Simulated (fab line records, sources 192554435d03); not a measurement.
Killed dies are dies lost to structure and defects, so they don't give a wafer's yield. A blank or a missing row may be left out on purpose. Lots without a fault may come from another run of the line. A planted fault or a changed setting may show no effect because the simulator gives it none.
fab line records | flow n5_finfet
record lots=11 wafers=33 last_day=17
route steps=1938 shown WELL_APT@24
lots that met no fault: from a run of the same line without faults
start_h: hours from the record's first day to the start of the lot's first wafer shown | wait_h: hours since the lot's step before | " the same as in the row above | L1.1+2: a row that stands for several wafers | - no value, or no start given | * or withheld: withheld | < > ~ a bound
route shown NAME@n: a module of which the file shows steps, and the number in the route of the first | usual: mean/standard deviation of fault-free wafers | same: alike in all rows | chamber/n: place in a boat | sites: the reading at each site | _std_site: their standard deviation | _edge_site: outer sites' mean less inner sites' | radius_mm: how far each site lies from the wafer's centre | mask NAME#n: copy n | behind: the tool/chamber that last shaped the wafer | hold: why the lot was held/for how many hours/how that ended | device: the transistor (n, p or np) that didn't switch | end of line: the same wafers' tests at the end of the route | a step without rows: its recipe alone | killed: dies lost to structure and defects at the first sort, not the wafer's yield | map: a wafer's dies, x killed, . not, _ none there
set.NAME: the setting as run; set.NAME@STEP: as run at that earlier step | model.NAME: the simulator's own value behind a step, which no gauge read
steps of the route over a sample of lots; a table a step, a row a wafer
services: from which hour (start_h, from the record's first day; less than 0 if before it) a tool's chamber was out of use, for how many hours, and why
## steps
# step N5_WELL_APT_EXPOSE_05
# recipe mask_id=NWELL na=0.8 source_shape=conventional sigma_outer=0.8 polarization=unpolarized defocus_nm=0 target_cd_nm=200 dose_mj=20.3
# usual exposure_dose_mJ_cm2=20.289/0.021 focus_offset_nm=0.0/0.55
# columns lot.wafer tool chamber start_h wait_h mask exposure_dose_mJ_cm2 focus_offset_nm
L459.3 krf_scanner-02 0 19.65 - NWELL#0 20.289 0.0
L459.4 " 0 " " NWELL#0 20.282 -0.6
L459.6 " 0 " " NWELL#0 20.277 -1.4
L462.1 krf_scanner-02 0 37.51 - NWELL#0 20.273 0.9
L462.5 " 0 " " NWELL#0 20.282 -0.7
L462.6 " 0 " " NWELL#0 20.286 -0.2
L463.3 krf_scanner-01 0 43.73 - NWELL#0 20.295 -0.9
L463.5 " 0 " " NWELL#0 20.310 -0.1
L463.6 " 0 " " NWELL#0 20.315 0.3
L464.3 krf_scanner-01 0 49.40 - NWELL#0 20.302 -0.6
L464.4 " 0 " " NWELL#0 20.292 -0.6
L464.6 " 0 " " NWELL#0 20.270 -0.6
L465.3 krf_scanner-01 0 55.54 - NWELL#0 20.300 -0.3
L465.4 " 0 " " NWELL#0 20.270 0.1
L465.5 " 0 " " NWELL#0 20.305 0.7
L470.2 krf_scanner-02 0 85.39 - NWELL#0 21.090 0.5
L470.4 " 0 " " NWELL#0 21.090 -0.4
L470.5 " 0 " " NWELL#0 21.094 -0.7
L471.1 krf_scanner-02 0 91.39 - NWELL#0 20.883 -0.2
L471.4 " 0 " " NWELL#0 20.883 0.2
L471.5 " 0 " " NWELL#0 20.881 0.0
L475.2 krf_scanner-01 0 115.52 - NWELL#0 20.296 0.4
L475.5 " 0 " " NWELL#0 20.321 0.0
L475.6 " 0 " " NWELL#0 20.302 -0.2
L476.4 krf_scanner-01 0 121.42 - NWELL#0 20.286 0.4
L476.5 " 0 " " NWELL#0 20.307 0.7
L476.6 " 0 " " NWELL#0 20.293 0.9
L477.1 krf_scanner-01 0 127.41 - NWELL#0 20.291 -0.6
L477.2 " 0 " " NWELL#0 20.301 -0.6
L477.6 " 0 " " NWELL#0 20.284 0.0
L478.1 krf_scanner-01 0 133.41 - NWELL#0 20.312 0.8
L478.4 " 0 " " NWELL#0 20.327 0.5
L478.5 " 0 " " NWELL#0 20.294 0.1
# step N5_WELL_APT_DESCUM_30
# recipe chemistry=O2 time_s=7.9 source_power_w=50 bias_power_w=20 pressure_mtorr=20 rf_frequency_hz=2.712e+07 temp_c=40 o2_flow_sccm=225
# usual drypump_motor_current_A=5.7/0.49 oes_product_au=0.80/0.093 rf_vpp_V=243.6/1.5 showerhead_plenum_p_Torr=2.12/0.078 throttle_valve_pct=20.3/0.31
# columns lot.wafer tool chamber start_h wait_h drypump_motor_current_A oes_product_au rf_hours_counter_h rf_vpp_V showerhead_plenum_p_Torr throttle_valve_pct
L459.3 rie_diel-02 1 21.56 0.0 6.0 0.74 158 245.5 2.18 20.4
L459.4 " 3 " " 5.7 0.88 53 243.6 2.12 20.0
L459.6 " 1 " " 6.0 0.76 - 246.9 2.18 20.4
L462.1 rie_diel-02 3 39.54 0.5 5.8 0.87 58 244.0 2.12 20.0
L462.5 " 1 " " 6.0 0.75 - 244.7 2.18 20.5
L462.6 " 3 " " 5.8 0.86 - 245.1 2.12 20.0
L463.3 rie_diel-02 3 45.29 0.2 5.8 0.87 61 243.3 2.12 20.1
L463.5 " 3 " " 5.8 0.87 - 242.1 2.12 20.0
L463.6 " 1 " " 6.0 0.75 - 243.1 2.18 20.4
L464.3 rie_diel-05 2 50.89 0.0 5.6 0.86 60 243.4 2.12 20.3
L464.4 " 0 " " 5.2 0.86 54 241.9 2.04 20.1
L464.6 " 0 " " 5.2 0.86 - 242.3 2.04 20.1
L465.3 rie_diel-06 1 57.04 0.0 5.1 0.69 211 242.3 2.07 20.3
L465.4 " 0 " " 5.0 0.98 14 245.2 2.24 20.0
L465.5 " 3 " " 6.6 0.73 - 244.6 2.20 20.8
L470.2 rie_diel-06 1 86.79 0.0 5.1 0.68 221 242.2 2.07 20.3
L470.4 " 2 " " 6.5 0.72 - 241.5 2.00 21.1
L470.5 " 3 " " 6.6 0.72 - 243.7 2.20 20.8
L471.1 rie_diel-02 3 92.94 0.0 5.8 0.83 79 243.4 2.11 20.1
L471.4 " 0 " " 5.7 0.89 39 244.5 2.05 20.0
L471.5 " 1 " " 6.0 0.73 - 245.6 2.17 20.5
L475.2 rie_diel-06 0 117.18 0.0 5.0 0.93 32 244.5 2.23 20.0
L475.5 " 2 " " 6.4 0.71 - 241.2 2.00 21.1
L475.6 " 1 " " 5.1 0.68 - 242.5 2.06 20.3
L476.4 rie_diel-05 0 122.81 0.0 5.3 0.83 81 240.7 2.03 20.1
L476.5 " 2 " " 5.6 0.82 - 244.1 2.11 20.3
L476.6 " 3 " " 5.4 0.70 - 243.3 2.08 20.5
L477.1 rie_diel-05 0 128.91 0.0 5.2 0.82 83 243.0 2.03 20.1
L477.2 " 2 " " 5.6 0.81 87 244.9 2.11 20.3
L477.6 " 1 " " 4.9 0.68 - 242.1 2.06 20.1
L478.1 rie_diel-02 0 134.80 0.0 5.7 0.86 52 240.9 2.05 20.1
L478.4 " 1 " " 6.0 0.71 199 243.3 2.16 20.5
L478.5 " 1 " " 6.0 0.71 - 243.4 2.16 20.5
# step N5_WELL_APT_RTA_34
# recipe temp_c=1000 time_s=10 ambient=N2 idle_temp_c=600 ramp_up_c_per_s=150 ramp_down_c_per_s=60 cool_to_c=600
# usual lamp_power_pct=13.00/0.055 lamp_zone_5_pct=12.995/0.029 wafer_temp_C_max=1003.6/1.1
# columns lot.wafer tool chamber start_h wait_h lamp_power_pct lamp_zone_5_pct wafer_temp_C_max
L459.3 rtp_anneal-01 0 22.48 0.2 12.97 12.965 1004.4
L459.4 " 0 " " 13.11 12.933 1005.4
L459.6 " 0 " " 13.03 13.041 1003.4
L462.1 rtp_anneal-02 0 40.52 0.2 13.02 12.978 1002.9
L462.5 " 0 " " 12.91 12.980 1002.2
L462.6 " 0 " " 13.05 12.986 1002.4
L463.3 rtp_anneal-02 0 46.11 0.1 13.03 12.959 1002.8
L463.5 " 0 " " 13.02 13.031 1005.6
L463.6 " 0 " " 12.91 13.016 1004.3
L464.3 rtp_anneal-01 0 51.76 0.1 12.96 12.992 1003.3
L464.4 " 0 " " 13.05 13.002 1004.2
L464.6 " 0 " " 13.00 13.024 1004.2
L465.3 rtp_anneal-02 0 57.99 0.1 13.06 12.933 1003.6
L465.4 " 0 " " 12.96 12.991 1005.0
L465.5 " 0 " " 13.11 13.003 1004.5
L470.2 rtp_anneal-02 0 87.57 0.0 13.03 12.996 1004.3
L470.4 " 0 " " 13.10 12.990 1003.6
L470.5 " 0 " " 12.93 12.987 1002.8
L471.1 rtp_anneal-02 0 93.85 0.2 13.03 13.008 1005.4
L471.4 " 0 " " 13.01 12.999 1005.7
L471.5 " 0 " " 12.97 12.971 1002.2
L475.2 rtp_anneal-02 0 118.29 0.4 13.05 13.019 1003.4
L475.5 " 0 " " 13.02 13.019 1003.3
L475.6 " 0 " " 12.99 13.033 1002.6
L476.4 rtp_anneal-01 0 123.65 0.1 12.87 13.025 1004.5
L476.5 " 0 " " 13.04 13.005 1005.7
L476.6 " 0 " " 13.02 12.974 1003.7
L477.1 rtp_anneal-02 0 129.69 0.0 12.97 12.999 1002.8
L477.2 " 0 " " 13.12 12.962 1004.0
L477.6 " 0 " " 12.96 13.046 1004.1
L478.1 rtp_anneal-01 0 135.60 0.0 12.96 12.999 1005.2
L478.4 " 0 " " 13.04 12.987 1002.5
L478.5 " 0 " " 13.00 12.979 1005.4
# step N5_WELL_APT_INSPECT_38
# recipe inspect_instrument=darkfield mode=post_epi
# usual raw_defect_count=13/5.7
# columns lot.wafer tool chamber start_h wait_h raw_defect_count
L459.3 defect_inspect-02 - 23.39 0.3 12
L459.4 " - " " 10
L459.6 " - " " 13
L462.1 defect_inspect-02 - 41.60 0.7 10
L462.5 " - " " 10
L462.6 " - " " 12
L463.3 defect_inspect-02 - 46.96 0.3 12
L463.5 " - " " 5
L463.6 " - " " 13
L464.3 defect_inspect-02 - 52.61 0.3 16
L464.4 " - " " 18
L464.6 " - " " 11
L465.3 defect_inspect-02 - 59.30 0.6 11
L465.4 " - " " 12
L465.5 " - " " 20
L470.2 defect_inspect-01 - 88.43 0.4 19
L470.4 " - " " 10
L470.5 " - " " 11
L471.1 defect_inspect-01 - 95.20 0.9 8
L471.4 " - " " 7
L471.5 " - " " 7
L475.2 defect_inspect-01 - 119.16 0.4 6
L475.5 " - " " 7
L475.6 " - " " 9
L476.4 defect_inspect-01 - 124.46 0.2 13
L476.5 " - " " 12
L476.6 " - " " 6
L477.1 defect_inspect-02 - 130.76 0.7 11
L477.2 " - " " 17
L477.6 " - " " 16
L478.1 defect_inspect-02 - 136.47 0.5 13
L478.4 " - " " 11
L478.5 " - " " 8
## services
# columns tool chamber start_h hours kind
rie_diel-06 0 -1.72 - clean
rie_diel-06 0 -1.72 - consumable_replace:focus_ring
rie_diel-06 0 -1.72 - consumable_replace:showerhead
rie_diel-06 0 -1.72 16.8 scheduled_down
rie_diel-06 0 -1.72 16.8 vent_cycle
krf_scanner-02 0 6.63 - calibration
rtp_anneal-01 - 12.49 1.3 pm
rie_diel-05 0 20.51 15.5 repair
krf_scanner-02 - 31.05 0.7 repair
rie_diel-02 2 39.15 - clean
rie_diel-02 2 39.15 - consumable_replace:focus_ring
rie_diel-02 2 39.15 - consumable_replace:showerhead
rie_diel-02 2 39.15 21.0 scheduled_down
rie_diel-02 2 39.15 21.0 vent_cycle
krf_scanner-02 - 41.78 0.7 repair
rie_diel-05 3 54.01 8.8 repair
krf_scanner-01 - 58.97 1.3 pm
rie_diel-06 0 79.05 8.7 repair
krf_scanner-01 0 85.08 - calibration
rie_diel-02 1 87.10 2.7 repair
krf_scanner-02 - 101.19 0.8 pm
krf_scanner-02 - 110.88 19.2 repair
rie_diel-02 0 122.41 2.5 repair
krf_scanner-01 - 130.13 0.8 pm
## key
first_sign step=N5_WELL_APT_EXPOSE_05 reading=exposure_dose_mJ_cm2 direction=up sigmas=33 usual=20.289 struck=20.987
effect none on later readings
met_at N5_WELL_APT_EXPOSE_05
struck_lots L470,L471
rows_end L471.1,L471.4,L471.5
loop_trim step=N5_WELL_APT_EXPOSE_05 setting=dose lots=L471
baseline_loss step=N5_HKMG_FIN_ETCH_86 wafers=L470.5
not_acting_at N5_WELL_APT_DESCUM_30,N5_WELL_APT_RTA_34,N5_WELL_APT_INSPECT_38
onset_between 37.51 85.39
fault kind=process_parameter_drift tool=krf_scanner-02 chamber=- onset_h=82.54 steps=N5_WELL_APT_EXPOSE_05 channel=dose_mj offset=0.77599 shape=step acts_in=these_recipes_only stated=20.3
# rows_end: these wafers met a further fault down the route, and their rows from its step on are left out
# loop_trim: a control loop set the setting to another value than it would have without faults
# baseline_loss: these wafers lose ten dies or more at that step, a loss of the line's own and not of a fault; the sort's usual values leave them out
